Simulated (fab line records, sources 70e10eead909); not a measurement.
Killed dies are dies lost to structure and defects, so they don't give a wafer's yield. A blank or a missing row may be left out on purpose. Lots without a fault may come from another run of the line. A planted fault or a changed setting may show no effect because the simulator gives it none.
Which tool did it? | flow nand_harc | 11 lots, 33 wafers sampled, at 5 steps of a route of 1159

WHAT THE GAUGES READ, wafer by wafer
NHARC_END_SORT_01.
lot  | measured     | on        | killed_at_array | killed_at_other | killed_at_periphery | killed_dies | killed_open | killed_short
L325 | day 23 05:47 | prober-02 | 35 42 670       | 1 0 1           | 4 2 4               | 40 44 675   | 4 1 2       | 2 2 2
L327 | day 24 05:10 | prober-02 | 15 9 666        | 0 0 1           | 5 2 7               | 20 11 674   | 2 2 5       | 1 1 6

WHICH TOOL RAN EACH LOT (tool, then ch and the chambers of the sampled wafers, then the start)
lot  | NHARC_A_STAIRCASE_ETCHBACK_422     | NHARC_A_SGD_CUT_ETCH_15                       | NHARC_A_SGD_CUT_ETCH_16            | NHARC_A_SGD_CUT_STRIP_28
L308 | rie_diel-13 ch 1,2,3, day 13 11:43 | rie_diel-03 ch 0,2,3, day 13 14:28 or earlier | rie_diel-03 ch 0,1,2, day 13 14:28 | rie_diel-03 ch 2,3, no start
L312 | rie_diel-08 ch 1,3, day 14 12:05   | rie_diel-12 ch 0,3, day 14 14:53 or earlier   | rie_diel-12 ch 0,3, day 14 14:53   | rie_diel-03 ch 0,2, no start
L313 | rie_diel-08 ch 1,2,3, day 14 12:46 | rie_diel-03 ch 1,2,3, day 14 15:34 or earlier | rie_diel-03 ch 0,2,3, day 14 15:34 | rie_diel-12 ch 0,1,3, no start
L314 | rie_diel-05 ch 2,3, day 15 17:24   | rie_diel-03 ch 0,1,3, day 15 20:17 or earlier | rie_diel-03 ch 2,3, day 15 20:17   | rie_diel-11 ch 0,1, no start
L315 | rie_diel-13 ch 0,1, day 15 18:49   | rie_diel-03 ch 0,2,3, day 15 21:46 or earlier | rie_diel-03 ch 0,1,3, day 15 21:46 | rie_diel-03 ch 0,1, no start
L317 | rie_diel-08 ch 0,3, day 16 04:49   | rie_diel-03 ch 0,3, day 16 07:37 or earlier   | rie_diel-03 ch 0,1, day 16 07:37   | rie_diel-03 ch 2,3, no start
L322 | rie_diel-05 ch 1,3, day 17 21:45   | rie_diel-11 ch 0,2, day 18 00:35 or earlier   | rie_diel-11 ch 0,1,3, day 18 00:35 | rie_diel-11 ch 0,1, no start
L325 | rie_diel-05 ch 0,1,3, day 17 22:13 | rie_diel-03 ch 1,2, day 18 01:03 or earlier   | rie_diel-03 ch 0,2,3, day 18 01:03 | rie_diel-03 ch 1,3, day 23 05:47 or earlier
L329 | rie_diel-08 ch 0,2,3, day 18 11:40 | rie_diel-11 ch 0,3, day 18 14:49 or earlier   | rie_diel-11 ch 1,2,3, day 18 14:49 | rie_diel-11 ch 0,2,3, no start
L327 | rie_diel-05 ch 1,2,3, day 18 11:41 | rie_diel-03 ch 0,1,2, day 18 14:56 or earlier | rie_diel-03 ch 0,1,3, day 18 14:56 | rie_diel-12 ch 1,2,3, day 24 05:10 or earlier
L330 | rie_diel-05 ch 2,3, day 19 14:24   | rie_diel-12 ch 2,3, day 19 17:14 or earlier   | rie_diel-12 ch 1,2,3, day 19 17:14 | rie_diel-03 ch 0,1,3, day 19 23:01
- NHARC_A_STAIRCASE_ETCHBACK_422: etches the open film in CH3F/O2, target depth 40 nm, time 74.286 s.
- NHARC_A_SGD_CUT_ETCH_15: etches the open film in CH3F/O2, target depth 75 nm, time 64.3 s.
- NHARC_A_SGD_CUT_ETCH_16: etches the open film in C4F8/O2/Ar, target depth 310.5 nm, time 155.2 s.
- NHARC_A_SGD_CUT_STRIP_28: strips in O2, time 20 s.

WHAT THE TOOLS THEMSELVES READ (means of the sampled wafers that have a number; where no wafer has one, the mark that the record gives instead)
NHARC_A_STAIRCASE_ETCHBACK_422.
lot  | tool        | drypump_motor_current_A (A) | oes_product_au (a.u.) | rf_vpp_V (V) | showerhead_plenum_p_Torr (Torr) | throttle_valve_pct (%)
L308 | rie_diel-13 | 6.14                        | 1.00                  | 244.9        | 2.48                            | 20.658
L312 | rie_diel-08 | 5.52                        | 1.00                  | 244.1        | 2.43                            | 20.661
L313 | rie_diel-08 | 5.51                        | 1.00                  | 243.8        | 2.42                            | 20.664
L314 | rie_diel-05 | 6.04                        | 0.99                  | 245.3        | 2.47                            | 20.663
L315 | rie_diel-13 | 5.98                        | 0.92                  | 245.0        | 2.56                            | 20.658
L317 | rie_diel-08 | 5.88                        | 0.98                  | 245.0        | 2.49                            | 20.660
L322 | rie_diel-05 | 6.00                        | 0.92                  | 245.4        | 2.54                            | 20.659
L325 | rie_diel-05 | 6.07                        | 0.98                  | 244.8        | 2.55                            | 20.661
L329 | rie_diel-08 | 5.75                        | 0.92                  | 244.2        | 2.42                            | 20.667
L327 | rie_diel-05 | 5.92                        | 0.92                  | 244.7        | 2.49                            | 20.667
L330 | rie_diel-05 | 5.83                        | 0.99                  | 244.6        | 2.45                            | 20.663

NHARC_A_SGD_CUT_ETCH_15.
lot  | tool        | drypump_motor_current_A (A) | oes_product_au (a.u.) | rf_vpp_V (V) | run_length_s (s) | showerhead_plenum_p_Torr (Torr) | throttle_valve_pct (%)
L308 | rie_diel-03 | 5.4                         | 0.923                 | 261.8        | 85.6             | 2.37                            | 20.653
L312 | rie_diel-12 | 5.7                         | 0.954                 | 263.8        | 85.5             | 2.41                            | 20.671
L313 | rie_diel-03 | 5.3                         | 0.980                 | 262.2        | 85.3             | 2.35                            | 20.660
L314 | rie_diel-03 | 5.0                         | 0.962                 | 263.6        | 85.4             | 2.43                            | 20.652
L315 | rie_diel-03 | 5.4                         | 0.970                 | 262.4        | 85.2             | 2.37                            | 20.659
L317 | rie_diel-03 | 5.0                         | 0.981                 | 264.1        | 85.4             | 2.45                            | 20.663
L322 | rie_diel-11 | 6.1                         | 0.969                 | 263.3        | 86.2             | 2.40                            | 20.659
L325 | rie_diel-03 | 5.4                         | 0.950                 | 262.5        | 85.0             | 2.34                            | 20.667
L329 | rie_diel-11 | 5.2                         | 0.974                 | 262.4        | 85.8             | 2.36                            | 20.664
L327 | rie_diel-03 | 5.1                         | 0.967                 | 264.0        | 84.9             | 2.42                            | 20.657
L330 | rie_diel-12 | 5.9                         | 0.970                 | 263.9        | 85.6             | 2.43                            | 20.670

NHARC_A_SGD_CUT_ETCH_16.
lot  | tool        | oes_product_au (a.u.) | rf_vpp_V (V) | run_length_s (s)
L308 | rie_diel-03 | 0.941                 | 722          | 175.7
L312 | rie_diel-12 | 0.974                 | 721          | 176.5
L313 | rie_diel-03 | 0.987                 | 719          | 176.1
L314 | rie_diel-03 | 0.978                 | 716          | 176.3
L315 | rie_diel-03 | 0.977                 | 723          | 176.2
L317 | rie_diel-03 | 0.977                 | 725          | 175.8
L322 | rie_diel-11 | 0.971                 | 719          | 176.8
L325 | rie_diel-03 | 0.962                 | 720          | 182.2
L329 | rie_diel-11 | 0.971                 | 717          | 176.8
L327 | rie_diel-03 | 0.984                 | 722          | 182.1
L330 | rie_diel-12 | 0.979                 | 723          | 176.5

NHARC_A_SGD_CUT_STRIP_28.
lot  | tool        | drypump_motor_current_A (A) | oes_product_au (a.u.) | rf_vpp_V (V) | showerhead_plenum_p_Torr (Torr) | throttle_valve_pct (%)
L308 | rie_diel-03 | 5.6                         | 0.999                 | 57.4         | 3.30                            | 17.031
L312 | rie_diel-03 | 5.5                         | 0.994                 | 57.3         | 3.40                            | 17.031
L313 | rie_diel-12 | 5.7                         | 1.003                 | 58.3         | 3.51                            | 17.043
L314 | rie_diel-11 | 5.2                         | 0.992                 | 57.7         | 3.43                            | 17.033
L315 | rie_diel-03 | 4.7                         | 0.998                 | 58.3         | 3.57                            | 17.043
L317 | rie_diel-03 | 5.6                         | 1.003                 | 56.9         | 3.29                            | 17.035
L322 | rie_diel-11 | 5.2                         | 0.994                 | 57.5         | 3.43                            | 17.030
L325 | rie_diel-03 | 5.0                         | 1.009                 | 57.3         | 3.45                            | 17.042
L329 | rie_diel-11 | 5.7                         | 0.995                 | 57.5         | 3.38                            | 17.028
L327 | rie_diel-12 | 5.8                         | 0.997                 | 58.8         | 3.52                            | 17.038
L330 | rie_diel-03 | 5.1                         | 0.999                 | 57.5         | 3.48                            | 17.035

THE ANSWER, worked out from the rows above alone
Rule: what is usual is taken from the lots themselves. Put in order of their means at a reading, lots are off if they are a third of the lots or fewer, leave a main group of 4 or more, and stand apart from it by a gap of 3 or more times the standard deviation of the main group's means; of several such gaps the widest counts. A main group whose means are all the same, to the digits that the tables above print for the reading, isn't used. A lot without any number at a reading at which 4 lots or more have one is off too. The other lots that the step has rows for count as sound. The gauges are gone through in route order, then the tools' own readings, and for those a lot's mean is taken as printed above. The first step at which some lot is off is used, and at that step the reading that is off furthest; a lot without a number counts as furthest.
Off: L325, L327, at NHARC_A_SGD_CUT_ETCH_16 (run_length_s). The main group: mean 176.3 s, standard deviation 0.37.
A tool fits if, at that step or a process step before it, it ran every lot that is off, and no sound lot after the first of them. NHARC_A_SGD_CUT_ETCH_15 gives no start for some lots, so the hours and the order of its lots are those of NHARC_A_SGD_CUT_ETCH_16. One fits: rie_diel-03 at NHARC_A_SGD_CUT_ETCH_15 and NHARC_A_SGD_CUT_ETCH_16. At NHARC_A_SGD_CUT_ETCH_15 its last sound lot is L317 (day 16 07:37), its first lot that is off L325 (day 18 01:03): a fault that began between those two fits.

WHAT THE SIMULATOR HAD PUT IN
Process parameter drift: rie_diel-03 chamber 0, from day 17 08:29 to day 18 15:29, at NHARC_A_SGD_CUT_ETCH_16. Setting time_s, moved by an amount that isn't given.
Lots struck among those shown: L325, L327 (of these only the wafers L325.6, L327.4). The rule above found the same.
